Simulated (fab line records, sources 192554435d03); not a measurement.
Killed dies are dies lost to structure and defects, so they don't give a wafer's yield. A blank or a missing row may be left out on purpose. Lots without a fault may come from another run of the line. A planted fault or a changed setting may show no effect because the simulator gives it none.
Chamber matching | flow n5_finfet | N5_PMOS_HMC_CHANNEL_EPI_HM_DEP_34 on pecvd-04: 3 sister chambers
The step deposits SiO2 from TEOS/O2, target thk 36 nm, time 6.9 s. 3 wafers are shown with their chamber, then 8 later ones without.

WAFERS WITH THEIR CHAMBER
wafer  | chamber | throttle_valve_pct (%)
L085.6 | 0       | 21.0
L086.4 | 2       | 17.8
L091.1 | 1       | 18.0

WAFERS WITHOUT THEIR CHAMBER
wafer  | throttle_valve_pct (%)
L091.4 | 21.1
L091.6 | 17.7
L096.1 | 20.9
L096.2 | 17.8
L096.5 | 21.0
L097.1 | 17.8
L097.4 | 17.9
L097.6 | 17.7

WHICH CHAMBER EACH WENT THROUGH
wafer  | from the rows above     | in truth
L091.4 | 0                       | 0
L091.6 | 2                       | 2
L096.1 | 0                       | 0
L096.2 | 2                       | 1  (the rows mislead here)
L096.5 | 0                       | 0
L097.1 | 2                       | 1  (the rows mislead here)
L097.4 | can't be placed: 2 or 1 | 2
L097.6 | 2                       | 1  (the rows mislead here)
Placed correctly: 4 of 8. Can't be placed from these rows: 1 (the true chamber is among the candidates in 1). Placed wrongly: 3.
How it was worked out, from the rows above alone: a wafer's distance from a chamber is the root of the sum, over the readings, of the square of ((its reading less the chamber's mean) divided by the reading's scatter). The wafer belongs to the nearest chamber; if the next one is less than 2 further off, it can't be placed. A chamber's mean is the mean of its shown wafers. The scatter: with one shown wafer a chamber, the root of the mean of the squares of how far each hidden wafer lies from its nearest shown one.
